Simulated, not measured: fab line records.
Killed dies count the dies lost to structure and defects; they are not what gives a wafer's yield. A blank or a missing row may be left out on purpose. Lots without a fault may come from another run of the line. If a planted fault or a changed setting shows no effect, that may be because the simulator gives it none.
fab line records	flow n5Finfet
[record] lots = 9	wafers = 27	lastDay = 17
route steps=1938 shown BEOL_M2@859 BEOL_M4@1111 PASSIVATION@1936
lots untouched by any fault: they come from a run of this same line in which no faults occurred
startH: hours from the record's first day to the start of the lot's first wafer shown	waitH: hours from the lot's prior step to this one	" same as the row above	L1.1+2: a single row standing in for several wafers	- value missing, or start not given	* or withheld: withheld	< > ~ a bound
route shown NAME@n: a module of which the file shows steps, and the number in the route of the first	usual: mean/standard deviation of fault-free wafers	same: alike in all rows	chamber/n: place in a boat	sites: the reading at each site	_std_site: standard deviation of those values	_edge_site: outer sites' mean less inner sites'	radiusMm: for every site, how far away it sits from the centre of the wafer	mask NAME#n: copy n	behind: the last tool/chamber to shape the wafer	hold: the reason the lot was held/the length of the hold in hours/how it ended	device: whichever transistor did not switch (one of n, p or np)	end of line: tests run on the same wafers once the route is complete	step lacking rows: just its recipe	killed: dies that structure and defects cost at the first sort, which is not the same as the wafer's yield	map: a wafer's dies, marking killed ones x, the rest . and places with no die _
set.NAME: the setting that was run; set.NAME@STEP: the one run at that earlier step	model.NAME: the simulator's own value behind a step, which no gauge read
steps of the route over a sample of lots; a table a step, a row a wafer
services: when a tool's chamber went out of use (startH, in hours from the record's first day, below 0 if earlier), for how many hours, and the reason
[[steps]]
[step N5_BEOL_M2_ETCH_63]
[recipe] chemistry = CF4	target = SiARC	targetDepthA = 156	maskMaterial = CAR-EUV	timeS = 26	ionEnergyEv = 80	pressureMtorr = 40	sourceW = 545	biasW = 36	Ar_flow_sccm = 100	cf4FlowSccm = 100	ends = cleared
[usual] drypumpMotorCurrentA = 5.8/0.44	etchRfOnTimeS = 25.9/0.48	oesProductAu = 0.70/0.075	rfVppV = 184.1/1.1	showerheadPlenumPTorr = 2.15/0.069	throttleValvePct = 15.51/0.16
lot.wafer	tool	chamber	startH	waitH	drypumpMotorCurrentA	etchRfOnTimeS	oesProductAu	rfHoursCounterH	rfVppV	showerheadPlenumPTorr	throttleValvePct
L283.3	rieDiel-04	2	152.39	0.0	6.3	26.0	0.61	230	182.9	2.12	15.78
L283.5	"	2	"	"	6.3	26.1	0.60	-	182.8	2.12	15.79
L283.6	"	1	"	"	5.7	25.9	0.64	-	184.6	2.23	15.53
L288.1	rieDiel-03	0	183.77	0.0	5.7	25.2	0.82	7	182.8	2.11	15.36
L288.4	"	1	"	"	6.2	26.0	0.76	-	184.4	2.19	15.44
L288.5	"	0	"	"	5.7	25.2	0.81	-	184.0	2.11	15.36
L289.1	rieDiel-04	3	195.12	0.0	5.5	25.5	0.71	65	183.1	2.08	15.40
L289.4	"	1	"	"	5.7	26.1	0.63	182	182.9	2.22	15.57
L289.6	"	1	"	"	5.7	26.0	0.64	-	185.0	2.22	15.55
L290.1	rieDiel-02	0	196.46	0.0	5.9	25.2	0.76	58	183.8	2.17	15.43
L290.3	"	3	"	"	6.3	26.9	0.59	206	184.0	2.20	15.43
L290.4	"	2	"	"	5.9	25.7	0.63	177	182.4	2.05	15.67
L297.2	rieDiel-03	0	239.93	0.0	5.7	25.3	0.78	22	183.0	2.11	15.38
L297.3	"	3	"	"	6.1	26.4	0.70	78	184.0	2.16	15.57
L297.5	"	0	"	"	5.8	25.4	0.78	-	183.7	2.11	15.39
L298.2	rieDiel-04	0	241.92	0.0	5.5	25.5	0.74	52	185.5	2.28	15.36
L298.3	"	2	"	"	6.3	25.7	0.86	1	185.4	2.11	15.32
L298.4	"	0	"	"	5.5	25.5	0.74	-	184.8	2.27	15.34
L299.4	rieDiel-03	1	251.49	0.0	6.2	25.9	0.75	38	186.2	2.18	15.48
L299.5	"	3	"	"	6.1	26.6	0.69	-	185.7	2.16	15.56
L299.6	"	2	"	"	4.8	25.1	0.78	-	181.6	2.10	15.39
L300.1	rieDiel-04	1	258.26	0.0	5.7	26.2	0.62	204	184.7	2.21	15.59
L300.3	"	0	"	"	5.5	26.0	0.72	58	185.7	2.27	15.36
L300.5	"	0	"	"	5.5	26.1	0.72	-	184.5	2.27	15.37
L302.3	rieDiel-03	0	271.07	0.0	5.8	25.8	0.75	33	184.8	2.10	15.42
L302.5	"	0	"	"	5.8	25.6	0.76	-	184.7	2.10	15.40
L302.6	"	3	"	"	6.1	27.1	0.68	-	184.3	2.16	15.57
[step N5_BEOL_M2_STRIP_19]
[recipe] chemistry = O2	powerW = 400	tempC = 40	pressureMtorr = 30	rfFrequencyHz = 6e+07	biasPowerW = 0	overashFraction = 0.2	o2FlowSccm = 225
[usual] drypumpMotorCurrentA = 5.8/0.35	oesProductAu = 0.79/0.087	rfVppV = 3.7/0.52	showerheadPlenumPTorr = 2.11/0.08	throttleValvePct = 16.56/0.19
lot.wafer	tool	chamber	startH	waitH	drypumpMotorCurrentA	oesProductAu	rfHoursCounterH	rfVppV	showerheadPlenumPTorr	throttleValvePct
L283.3	rieDiel-04	2	152.70	0.1	6.3	0.72	230	2.7	2.08	16.91
L283.5	"	1	"	"	5.7	0.76	-	4.0	2.19	16.63
L283.6	"	2	"	"	6.3	0.72	-	4.4	2.08	16.92
L288.1	rieDiel-04	1	184.10	0.1	5.7	0.76	178	4.5	2.19	16.63
L288.4	"	3	"	"	5.5	0.83	61	4.2	2.02	16.39
L288.5	"	0	"	"	5.5	0.91	-	3.2	2.23	16.32
L289.1	rieDiel-04	0	195.43	0.1	5.5	0.90	29	3.6	2.23	16.33
L289.4	"	1	"	"	5.7	0.75	182	4.1	2.19	16.66
L289.6	"	3	"	"	5.5	0.82	-	3.1	2.02	16.39
L290.1	rieDiel-02	1	196.77	0.1	5.6	0.67	243	3.4	1.98	16.80
L290.3	"	2	"	"	5.9	0.74	177	2.9	2.00	16.72
L290.4	"	0	"	"	5.9	0.89	58	4.5	2.12	16.46
L297.2	rieDiel-02	3	240.31	0.1	6.3	0.70	225	3.5	2.15	16.47
L297.3	"	2	"	"	5.9	0.73	191	3.1	1.99	16.73
L297.5	"	3	"	"	6.3	0.70	-	3.6	2.15	16.47
L298.2	rieDiel-04	2	242.26	0.1	6.3	1.02	1	3.7	2.07	16.48
L298.3	"	0	"	"	5.5	0.88	52	4.0	2.22	16.37
L298.4	"	1	"	"	5.7	0.75	-	4.1	2.18	16.66
L299.4	rieDiel-03	3	251.80	0.1	6.1	0.83	81	2.8	2.11	16.59
L299.5	"	0	"	"	5.7	0.90	-	3.4	2.04	16.36
L299.6	"	3	"	"	6.1	0.82	-	3.0	2.11	16.59
L300.1	rieDiel-03	3	258.57	0.1	6.1	0.82	84	3.8	2.11	16.60
L300.3	"	0	"	"	5.8	0.89	28	3.1	2.04	16.37
L300.5	"	1	"	"	6.2	0.85	-	3.0	2.15	16.65
L302.3	rieDiel-02	1	271.38	0.1	5.6	0.93	10	4.2	2.24	16.40
L302.5	"	2	"	"	5.9	0.71	-	4.4	1.99	16.74
L302.6	"	1	"	"	5.6	0.93	-	3.1	2.24	16.38
[step N5_BEOL_M2_ALD_98]
[recipe] material = SiO2	targetThkA = 25	tempC = 100	aldPrecursorFamily = BDEAS	aldCoReactant = O2-plasma	pulseTimeS = 1	coReactantPulseTimeS = 1	purgeTimeS = 2	coReactantPurgeTimeS = 2	aldCycles = 17	pressureTorr = 2
[usual] aldCycles = 17/0	chamberPressureTorr = 2.000/0.0041	heaterPowerW = 76/6.6	precursorPulseHeightRel = 1.001/0.021
lot.wafer	tool	chamber	startH	waitH	aldCycles	chamberPressureTorr	heaterPowerW	precursorPulseHeightRel
L283.3	aldSin-03	1	153.36	0.1	17	1.995	64	1.023
L283.5	"	0	"	"	17	1.996	70	0.988
L283.6	"	1	"	"	17	1.995	64	1.018
L288.1	aldSin-01	3	185.03	0.2	-	-	-	-
L288.4	"	0	"	"	-	-	-	-
L288.5	"	1	"	"	-	-	-	-
L289.1	aldSin-01	0	196.36	0.3	-	-	-	-
L289.4	"	1	"	"	-	-	-	-
L289.6	"	0	"	"	-	-	-	-
L290.1	aldSin-03	1	197.54	0.1	-	-	-	-
L290.3	"	3	"	"	-	-	-	-
L290.4	"	2	"	"	-	-	-	-
L297.2	aldSin-01	1	241.62	0.1	17	2.006	69	0.993
L297.3	"	2	"	"	17	1.996	78	1.010
L297.5	"	2	"	"	17	1.996	78	0.994
L298.2	aldSin-01	2	243.04	0.1	17	2.004	78	0.998
L298.3	"	0	"	"	17	1.994	75	1.014
L298.4	"	1	"	"	17	2.005	70	0.997
L299.4	aldSin-03	3	252.44	0.1	17	1.999	72	1.010
L299.5	"	1	"	"	17	2.005	63	1.036
L299.6	"	2	"	"	17	2.003	81	1.044
L300.1	aldSin-03	0	259.48	0.1	17	2.002	72	1.024
L300.3	"	3	"	"	17	2.000	74	1.007
L300.5	"	1	"	"	17	2.001	66	0.985
L302.3	aldSin-01	3	272.08	0.1	17	2.002	84	0.998
L302.5	"	0	"	"	17	1.998	77	0.954
L302.6	"	3	"	"	17	1.996	89	1.014
[step N5_BEOL_M2_ETCH_70]
[recipe] chemistry = N2/H2	target = SOC	targetDepthA = 800	overetchA = 240	maskMaterial = SiARC	tempC = 40	timeS = 130	ionEnergyEv = 200	pressureMtorr = 30	sourceW = 840	biasW = 150	n2FlowSccm = 200	h2FlowSccm = 200
[usual] drypumpMotorCurrentA = 5.8/0.38	oesProductAu = 0.60/0.064	rfVppV = 524.5/2.6	showerheadPlenumPTorr = 2.56/0.088	throttleValvePct = 17.70/0.19
lot.wafer	tool	chamber	startH	waitH	drypumpMotorCurrentA	oesProductAu	rfHoursCounterH	rfVppV	showerheadPlenumPTorr	throttleValvePct
L283.3	rieDiel-03	2	154.18	0.0	4.8	0.51	266	520.6	2.49	17.99
L283.5	"	2	"	"	4.8	0.51	-	521.9	2.49	17.97
L283.6	"	3	"	"	6.1	0.63	-	524.4	2.58	17.70
L288.1	rieDiel-02	1	188.69	0.0	5.6	0.51	241	520.3	2.40	17.78
L288.4	"	0	"	"	5.9	0.64	55	524.1	2.57	17.62
L288.5	"	3	"	"	6.3	0.52	-	526.3	2.63	17.63
L289.1	rieDiel-04	1	196.58	0.0	5.7	0.55	182	526.8	2.64	17.81
L289.4	"	2	"	"	6.3	0.52	246	522.2	2.50	17.97
L289.6	"	2	"	"	6.3	0.51	-	522.0	2.50	17.97
L290.1	rieDiel-02	1	197.69	0.0	5.6	0.50	243	520.1	2.39	17.79
L290.3	"	0	"	"	5.9	0.64	58	526.6	2.57	17.63
L290.4	"	2	"	"	5.9	0.54	177	522.3	2.45	18.01
L298.2	rieDiel-02	0	247.40	0.0	5.9	0.62	80	525.2	2.56	17.66
L298.3	"	2	"	"	5.9	0.53	193	521.5	2.44	18.03
L298.4	"	1	"	"	5.6	0.71	2	529.1	2.71	17.40
L297.2	rieDiel-02	3	248.49	0.0	6.3	0.51	228	523.5	2.62	17.68
L297.3	"	2	"	"	5.9	0.54	194	521.0	2.44	18.05
L297.5	"	0	"	"	5.9	0.62	-	525.6	2.56	17.66
L299.4	rieDiel-03	2	255.31	0.0	4.8	0.66	17	522.1	2.48	17.51
L299.5	"	1	"	"	6.2	0.64	-	525.1	2.60	17.80
L299.6	"	2	"	"	4.8	0.66	-	522.4	2.48	17.51
L300.1	rieDiel-02	3	262.72	0.0	6.3	0.51	233	527.3	2.62	17.69
L300.3	"	2	"	"	5.9	0.53	199	520.5	2.44	18.04
L300.5	"	2	"	"	5.9	0.53	-	519.6	2.44	18.05
L302.3	rieDiel-02	1	278.39	0.0	5.6	0.68	12	528.2	2.71	17.40
L302.5	"	0	"	"	5.9	0.61	-	524.5	2.56	17.70
L302.6	"	1	"	"	5.6	0.67	-	528.4	2.70	17.41
[step N5_BEOL_M4_RC_MEAS_101]
[usual] DIBL_N = 36.0/1.7	DIBL_P = 35.8/2	IOFF_N = 0.15/0.03	IOFF_P = 0.20/0.037	ION_N = 670/12	ION_P = 460/7.2	SS_N = 71.5/0.68	SS_P = 73.2/0.65	VT_N = 250/3.1	VT_P = -251/3.4
lot.wafer	tool	chamber	startH	waitH	DIBL_N[mV/V]	DIBL_P[mV/V]	IOFF_N[nA/um]	IOFF_P[nA/um]	ION_N[uA/um]	ION_P[uA/um]	SS_N[mV/dec]	SS_P[mV/dec]	VT_N[mV]	VT_P[mV]
L283.3	prober-02	0	177.73	0.3	38.8	39.1	0.20	0.28	671	463	72.0	74.1	246	-244
L283.5	"	0	"	"	37.2	37.0	0.16	0.22	664	459	71.6	72.7	249	-247
L283.6	"	0	"	"	36.9	35.8	0.14	0.21	667	460	72.1	73.2	250	-250
L288.1	prober-01	0	219.75	0.0	37.8	37.9	0.17	0.24	666	464	72.3	73.3	249	-248
L288.4	"	0	"	"	40.1	41.5	0.24	0.30	692	474	72.6	74.2	244	-246
L288.5	"	0	"	"	37.4	36.9	0.17	0.21	683	464	72.0	73.6	252	-249
L289.1	prober-02	0	231.14	0.0	36.1	34.8	0.18	0.23	668	458	71.5	73.4	247	-249
L289.4	"	0	"	"	35.6	35.0	0.16	0.23	691	471	71.1	73.6	248	-247
L289.6	"	0	"	"	36.9	34.9	0.18	0.23	671	458	72.4	73.5	250	-247
L290.1	prober-01	0	237.50	0.0	37.7	38.1	0.19	0.27	687	477	71.5	73.5	248	-244
L290.3	"	0	"	"	36.0	35.1	0.15	0.21	656	455	71.8	72.4	249	-249
L290.4	"	0	"	"	34.8	33.7	0.13	0.18	678	462	71.3	73.1	251	-249
L298.2	prober-01	0	274.55	0.2	37.5	38.7	0.19	0.21	678	456	72.3	73.8	251	-252
L298.3	"	0	"	"	34.2	34.3	0.12	0.15	670	455	71.8	73.0	255	-259
L298.4	"	0	"	"	33.3	33.9	0.11	0.14	655	443	71.4	72.8	255	-259
L297.2	prober-02	0	282.10	0.2	34.7	33.5	0.13	0.19	671	460	71.4	72.2	252	-249
L297.3	"	0	"	"	36.5	35.0	0.15	0.22	647	448	72.0	72.6	251	-247
L297.5	"	0	"	"	36.4	35.7	0.15	0.22	658	456	71.8	72.8	251	-247
L299.4	prober-01	0	290.17	0.5	35.0	35.2	0.14	0.21	677	466	70.9	73.5	249	-249
L299.5	"	0	"	"	36.0	35.9	0.16	0.21	683	461	71.0	73.1	250	-250
L299.6	"	0	"	"	36.9	37.6	0.17	0.24	690	470	71.8	73.5	250	-246
L300.1	prober-02	0	299.09	0.0	34.7	33.9	0.13	0.18	664	454	70.7	73.4	252	-249
L300.3	"	0	"	"	37.6	37.7	0.17	0.24	684	467	71.3	73.3	249	-249
L300.5	"	0	"	"	34.3	33.2	0.12	0.17	653	452	70.4	72.3	250	-254
L302.3	prober-02	0	305.41	0.3	34.7	33.1	0.14	0.17	671	462	71.1	72.5	248	-253
L302.5	"	0	"	"	35.7	35.3	0.15	0.20	684	465	70.8	73.3	247	-252
L302.6	"	0	"	"	37.3	35.7	0.17	0.21	665	457	71.3	72.6	248	-250
[step N5_PASSIVATION_PROBE_49]
[usual] defectLimitedYield = 91.4/1.5	killed_at_M0_to_M3 = 32/9.8	killed_at_M4_up = 15/5.6	killedAtContacts = 12/5.4	killedAtFrontEnd = 40/13	killedAtOther = 3.0/2.1	killedDies = 102/17	killedOnRim = 14/4.4	killedOpen = 67/13	killedShort = 32/7.1	sort_bin_5_function = 5.1/0.96	sort_bin_6_memory = 3.2/0.7	sortNPass = 1078/18	sortYieldPct = 91.3/1.5
[same] grossDies = 1180	killedAtBackSide = 0	sort_bin_4_leakage[%] = 0	sort_bin_8_speed[%] = 0
lot.wafer	tool	chamber	startH	waitH	defectLimitedYield[%]	killed_at_M0_to_M3	killed_at_M4_up	killedAtContacts	killedAtFrontEnd	killedAtOther	killedDies	killedOnRim	killedOpen	killedShort	sort_bin_5_function[%]	sort_bin_6_memory[%]	sortNPass	sortYieldPct[%]
L283.3	prober-02	-	289.88	0.1	91.4	38	21	17	24	1	101	11	66	33	4.4	3.9	1079	91.4
L283.5	prober-02	-	289.98	0.2	91.6	33	14	10	38	4	99	14	61	34	4.2	4.2	1081	91.6
L283.6	prober-02	-	290.03	0.3	90.4	34	17	25	35	2	113	14	77	32	5.9	3.4	1067	90.4
L288.1	prober-02	-	322.25	0.0	93.2	23	8	7	38	4	80	17	56	23	4.2	2.4	1100	93.2
L288.4	prober-02	-	322.40	0.2	92.7	28	15	6	36	1	86	9	52	33	4.2	3.0	1094	92.7
L288.5	prober-02	-	322.45	0.2	93.6	26	10	9	25	6	76	12	42	32	4.7	1.4	1104	93.6
L289.1	prober-01	-	331.80	0.0	91.1	26	25	10	42	2	105	9	74	31	4.2	4.3	1075	91.1
L289.4	prober-01	-	331.95	0.2	89.8	21	16	15	62	6	120	14	79	36	5.4	4.0	1060	89.8
L289.6	prober-01	-	332.05	0.3	90.8	23	23	5	49	8	108	21	75	30	5.3	3.5	1072	90.8
L290.1	prober-01	-	347.44	0.0	92.5	30	19	11	29	0	89	11	60	26	5.2	2.2	1091	92.5
L290.3	prober-01	-	347.54	0.1	89.3	58	17	20	28	3	126	26	72	49	6.4	3.5	1054	89.3
L290.4	prober-01	-	347.59	0.2	90.2	50	16	11	35	4	116	14	76	36	5.8	3.8	1064	90.2
L298.2	prober-01	-	370.30	0.1	90.8	26	9	11	56	6	108	17	57	50	5.7	3.3	1072	90.8
L298.3	prober-01	-	370.35	0.1	91.3	40	6	20	33	4	103	21	70	28	5.1	3.5	1077	91.3
L298.4	prober-01	-	370.40	0.2	91.7	28	15	7	42	6	98	10	63	26	5.3	2.5	1082	91.7
L297.2	prober-02	-	393.88	0.1	93.8	22	8	3	37	3	73	10	44	29	3.3	2.7	1107	93.8
L297.3	prober-02	-	393.93	0.1	93.2	24	12	19	25	0	80	11	57	21	3.2	3.6	1100	93.2
L297.5	prober-02	-	394.03	0.2	93.0	35	11	17	19	1	83	10	47	33	4.1	3.0	1097	93.0
L299.4	prober-01	-	394.28	0.2	89.7	27	8	9	76	2	122	16	87	32	5.7	4.2	1058	89.7
L299.5	prober-01	-	394.33	0.2	91.3	27	6	11	52	7	103	18	68	34	5.4	3.1	1077	91.3
L299.6	prober-01	-	394.38	0.3	90.3	29	8	3	74	1	115	18	81	34	5.8	3.8	1065	90.3
L300.1	prober-01	-	404.01	0.0	90.1	35	19	15	46	2	117	19	72	43	6.6	3.1	1063	90.1
L300.3	prober-01	-	404.11	0.1	90.6	35	16	19	36	5	111	16	74	37	6.4	3.0	1069	90.6
L300.5	prober-01	-	404.21	0.2	91.8	36	11	21	24	5	97	15	49	46	4.0	4.0	1083	91.8
L302.3	prober-01	-	413.68	0.1	92.6	32	13	16	24	2	87	7	54	32	4.2	2.9	1093	92.6
L302.5	prober-01	-	413.78	0.2	92.4	19	9	20	40	2	90	8	69	20	4.1	3.6	1090	92.4
L302.6	prober-01	-	413.83	0.3	91.6	33	8	13	43	2	99	8	63	36	4.9	3.1	1081	91.6
// killed by level:class
L283.3 BEOL_M3:geometricParticle:open=16 MOL_CONTACT_COAG:geometricParticle:open=14 BEOL_M0_SAQP:geometricParticle:short=6 BEOL_M4:geometricParticle:open=6 FIN_SAQP:geometricParticle:short=5 STI_FIN_REVEAL:geometricParticle:open=5 BEOL_M0_SAQP:geometricParticle:open=5 GATE_CUT:geometricParticle:short=4
L283.5 FIN_SAQP:geometricParticle:open=8 FIN_SAQP:geometricParticle:short=7 GATE_CUT:geometricParticle:short=6 BEOL_M0_SAQP:geometricParticle:short=6 BEOL_M3:geometricParticle:open=6 STARTING-WAFER:geometricParticle:open=6 MOL_CONTACT_COAG:geometricParticle:open=5 BEOL_M7:geometricParticle:open=5
L283.6 MOL_CONTACT_COAG:geometricParticle:open=18 FIN_SAQP:geometricParticle:open=9 BEOL_M3:geometricParticle:open=7 BEOL_M0_SAQP:geometricParticle:short=6 FIN_SAQP:geometricParticle:short=5 BEOL_M0_SAQP:geometricParticle:open=5 BEOL_M2:geometricParticle:open=5 STI_FIN_REVEAL:geometricParticle:open=4
L288.1 STI_FIN_REVEAL:geometricParticle:open=13 BEOL_M0_SAQP:geometricParticle:short=6 BEOL_M1:geometricParticle:open=6 MOL_CONTACT_COAG:geometricParticle:open=5 BEOL_M0_SAQP:geometricParticle:open=5 GATE_CUT:geometricParticle:short=4 FIN_SAQP:geometricParticle:open=3 GATE_CUT:geometricParticle:open=3
L288.4 GATE_CUT:geometricParticle:short=9 GATE_CUT:geometricParticle:open=7 BEOL_M2:geometricParticle:open=7 BEOL_M0_SAQP:geometricParticle:open=6 BEOL_M0_SAQP:geometricParticle:short=5 BEOL_M4:geometricParticle:open=5 FIN_SAQP:geometricParticle:short=4 DUMMY_GATE:geometricParticle:open=4
L288.5 MOL_CONTACT_COAG:geometricParticle:open=6 BEOL_M0_SAQP:geometricParticle:open=5 STARTING-WAFER:geometricParticle:short=5 FIN_SAQP:geometricParticle:short=4 BEOL_M0_SAQP:geometricParticle:short=4 BEOL_M1:geometricParticle:open=4 BEOL_M1:geometricParticle:short=4 BEOL_M4:geometricParticle:open=4
L289.1 BEOL_M4:geometricParticle:open=12 FIN_SAQP:geometricParticle:open=9 STI_FIN_REVEAL:geometricParticle:open=9 FIN_SAQP:geometricParticle:short=6 MOL_CONTACT_COAG:geometricParticle:open=6 BEOL_M2:geometricParticle:open=5 MOL_CONTACT_COAG:geometricParticle:short=4 BEOL_M0_SAQP:geometricParticle:open=4
L289.4 STI_FIN_REVEAL:geometricParticle:open=20 MOL_CONTACT_COAG:geometricParticle:open=13 BEOL_M0_SAQP:geometricParticle:open=8 FIN_SAQP:geometricParticle:open=7 FIN_SAQP:geometricParticle:short=6 GATE_CUT:geometricParticle:short=6 GATE_CUT:geometricParticle:open=5 HKMG_FIN:areaEtch=5
L289.6 STI_FIN_REVEAL:geometricParticle:open=10 BEOL_M4:geometricParticle:open=9 FIN_SAQP:geometricParticle:open=8 FIN_SAQP:geometricParticle:short=7 BEOL_M0_SAQP:geometricParticle:open=7 GATE_CUT:geometricParticle:open=6 MOL_CONTACT_COAG:geometricParticle:open=5 BEOL_M7:geometricParticle:open=5
L290.1 BEOL_M1:geometricParticle:open=9 MOL_CONTACT_COAG:geometricParticle:open=8 BEOL_M0_SAQP:geometricParticle:open=6 STARTING-WAFER:geometricParticle:short=6 DUMMY_GATE:geometricParticle:open=5 BEOL_M4:geometricParticle:open=5 BEOL_M6:geometricParticle:open=5 BEOL_M2:geometricParticle:open=4
L290.3 MOL_CONTACT_COAG:geometricParticle:open=16 BEOL_M0_SAQP:geometricParticle:short=13 BEOL_M3:geometricParticle:open=11 BEOL_M1:geometricParticle:short=8 BEOL_M1:geometricParticle:open=8 FIN_SAQP:geometricParticle:short=7 STI_FIN_REVEAL:geometricParticle:open=7 BEOL_M4:geometricParticle:open=7
L290.4 FIN_SAQP:geometricParticle:short=9 MOL_CONTACT_COAG:geometricParticle:open=9 BEOL_M1:geometricParticle:open=9 FIN_SAQP:geometricParticle:open=8 BEOL_M2:geometricParticle:open=8 BEOL_M3:geometricParticle:open=8 BEOL_M0_SAQP:geometricParticle:open=7 BEOL_M0_SAQP:geometricParticle:short=6
L298.2 FIN_SAQP:geometricParticle:short=18 FIN_SAQP:geometricParticle:open=15 BEOL_M1:geometricParticle:open=11 MOL_CONTACT_COAG:geometricParticle:open=7 STI_FIN_REVEAL:geometricParticle:open=5 MOL_CONTACT_COAG:geometricParticle:short=4 STARTING-WAFER:geometricParticle:short=4 GATE_CUT:geometricParticle:short=3
L298.3 MOL_CONTACT_COAG:geometricParticle:open=20 BEOL_M2:geometricParticle:open=17 BEOL_M3:geometricParticle:open=6 FIN_SAQP:geometricParticle:short=5 STI_FIN_REVEAL:geometricParticle:open=5 FIN_SAQP:geometricParticle:open=4 STARTING-WAFER:geometricParticle:short=4 BEOL_M1:geometricParticle:open=4
L298.4 STI_FIN_REVEAL:geometricParticle:open=11 BEOL_M2:geometricParticle:open=8 BEOL_M0_SAQP:geometricParticle:open=7 MOL_CONTACT_COAG:geometricParticle:open=6 FIN_SAQP:geometricParticle:open=5 BEOL_M0_SAQP:geometricParticle:short=5 DUMMY_GATE:geometricParticle:open=5 HKMG_FIN:areaEtch=5
L297.2 FIN_SAQP:geometricParticle:short=6 BEOL_M2:geometricParticle:open=5 STI_FIN_REVEAL:geometricParticle:open=4 DUMMY_GATE:geometricParticle:open=4 ILD0:geometricParticle:short=4 GATE_CUT:geometricParticle:short=4 BEOL_M0_SAQP:geometricParticle:short=4 BEOL_M2:geometricParticle:short=4
L297.3 MOL_CONTACT_COAG:geometricParticle:open=15 FIN_SAQP:geometricParticle:open=7 BEOL_M2:geometricParticle:open=6 STI_FIN_REVEAL:geometricParticle:open=5 BEOL_M0_SAQP:geometricParticle:open=5 MOL_CONTACT_COAG:geometricParticle:short=4 BEOL_M0_SAQP:geometricParticle:short=4 BEOL_M3:geometricParticle:open=4
L297.5 MOL_CONTACT_COAG:geometricParticle:open=10 BEOL_M2:geometricParticle:open=9 BEOL_M1:geometricParticle:open=7 MOL_CONTACT_COAG:geometricParticle:short=7 BEOL_M3:geometricParticle:open=5 BEOL_M0:geometricParticle:open=4 BEOL_M1:geometricParticle:short=4 STARTING-WAFER:geometricParticle:open=4
L299.4 FIN_SAQP:geometricParticle:open=29 STI_FIN_REVEAL:geometricParticle:open=17 BEOL_M1:geometricParticle:open=9 GATE_CUT:geometricParticle:short=7 BEOL_M2:geometricParticle:open=5 MOL_CONTACT_COAG:geometricParticle:open=5 STI_FIN_REVEAL:geometricParticle:short=4 MOL_CONTACT_COAG:geometricParticle:short=4
L299.5 STI_FIN_REVEAL:geometricParticle:open=21 MOL_CONTACT_COAG:geometricParticle:open=10 FIN_SAQP:geometricParticle:open=9 STI_FIN_REVEAL:geometricParticle:short=9 BEOL_M0_SAQP:geometricParticle:short=5 BEOL_M1:geometricParticle:open=5 MIM_TOP:geometricParticle:open=5 FIN_SAQP:geometricParticle:short=4
L299.6 FIN_SAQP:geometricParticle:open=27 STI_FIN_REVEAL:geometricParticle:open=15 FIN_SAQP:geometricParticle:short=10 BEOL_M2:geometricParticle:open=10 GATE_CUT:geometricParticle:short=8 BEOL_M1:geometricParticle:open=8 STARTING-WAFER:geometricParticle:short=6 BEOL_M0:geometricParticle:open=4
L300.1 FIN_SAQP:geometricParticle:short=11 BEOL_M0_SAQP:geometricParticle:open=11 BEOL_M4:geometricParticle:open=10 MOL_CONTACT_COAG:geometricParticle:open=10 STI_FIN_REVEAL:geometricParticle:open=9 BEOL_M0_SAQP:geometricParticle:short=9 FIN_SAQP:geometricParticle:open=6 MOL_CONTACT_COAG:geometricParticle:short=5
L300.3 MOL_CONTACT_COAG:geometricParticle:open=15 BEOL_M0_SAQP:geometricParticle:open=15 FIN_SAQP:geometricParticle:short=10 FIN_SAQP:geometricParticle:open=8 BEOL_M4:geometricParticle:open=7 BEOL_M0_SAQP:geometricParticle:short=5 BEOL_M2:geometricParticle:open=5 STI_FIN_REVEAL:geometricParticle:open=4
L300.5 MOL_CONTACT_COAG:geometricParticle:short=12 BEOL_M0_SAQP:geometricParticle:short=11 BEOL_M0_SAQP:geometricParticle:open=10 MOL_CONTACT_COAG:geometricParticle:open=9 FIN_SAQP:geometricParticle:short=8 BEOL_M3:geometricParticle:open=5 FIN_SAQP:geometricParticle:open=4 GATE_CUT:geometricParticle:short=4
L302.3 BEOL_M0_SAQP:geometricParticle:short=12 MOL_CONTACT_COAG:geometricParticle:open=10 BEOL_M0_SAQP:geometricParticle:open=9 MOL_CONTACT_COAG:geometricParticle:short=6 GATE_CUT:geometricParticle:short=5 BEOL_M3:geometricParticle:open=4 BEOL_M4:geometricParticle:open=4 DUMMY_GATE:geometricParticle:open=3
L302.5 STI_FIN_REVEAL:geometricParticle:open=18 MOL_CONTACT_COAG:geometricParticle:open=18 BEOL_M0_SAQP:geometricParticle:open=7 BEOL_M0_SAQP:geometricParticle:short=5 FIN_SAQP:geometricParticle:open=4 BEOL_M1:geometricParticle:open=4 FIN_SAQP:geometricParticle:short=3 DUMMY_GATE:geometricParticle:open=3
L302.6 BEOL_M0_SAQP:geometricParticle:open=15 BEOL_M0_SAQP:geometricParticle:short=13 FIN_SAQP:geometricParticle:open=9 FIN_SAQP:geometricParticle:short=8 MOL_CONTACT_COAG:geometricParticle:open=8 DUMMY_GATE:geometricParticle:open=7 STI_FIN_REVEAL:geometricParticle:open=5 MOL_CONTACT_COAG:geometricParticle:short=5
[[services]]
tool	chamber	startH	hours	kind
rieDiel-03	0	138.96	-	clean
rieDiel-03	0	138.96	-	consumableReplace:focusRing
rieDiel-03	0	138.96	29.5	scheduledDown
rieDiel-03	0	138.96	29.5	ventCycle
rieDiel-03	2	168.82	-	clean
rieDiel-03	2	168.82	-	consumableReplace:focusRing
rieDiel-03	2	168.82	20.2	scheduledDown
rieDiel-03	2	168.82	20.2	ventCycle
aldSin-01	2	178.59	52.7	repair
rieDiel-03	-	212.07	0.1	repair
rieDiel-04	2	216.41	-	clean
rieDiel-04	2	216.41	-	consumableReplace:focusRing
rieDiel-04	2	216.41	23.9	scheduledDown
rieDiel-04	2	216.41	23.9	ventCycle
rieDiel-02	1	219.16	-	clean
rieDiel-02	1	219.16	-	consumableReplace:focusRing
rieDiel-02	1	219.16	-	consumableReplace:showerhead
rieDiel-02	1	219.16	21.4	scheduledDown
rieDiel-02	1	219.16	21.4	ventCycle
rieDiel-03	-	223.88	15.6	pm
aldSin-03	3	226.02	3.8	repair
rieDiel-04	3	238.86	7.2	repair
aldSin-03	-	273.70	2.8	pm
[[key]]
[firstSign] step = N5_BEOL_M2_ALD_98	reading = toolRecord	direction = missing
effect none on later readings
metAt N5_BEOL_M2_ALD_98
struckLots L288,L289,L290
notActingAt N5_BEOL_M2_ETCH_63,N5_BEOL_M2_STRIP_19,N5_BEOL_M2_ETCH_70
onsetBetween 153.36 185.03
[fault] kind = skippedStepWhole	tool = aldSin-01,aldSin-03	chamber = -	onsetH = 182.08	steps = N5_BEOL_M2_ALD_98	scope = struckLotsOnly
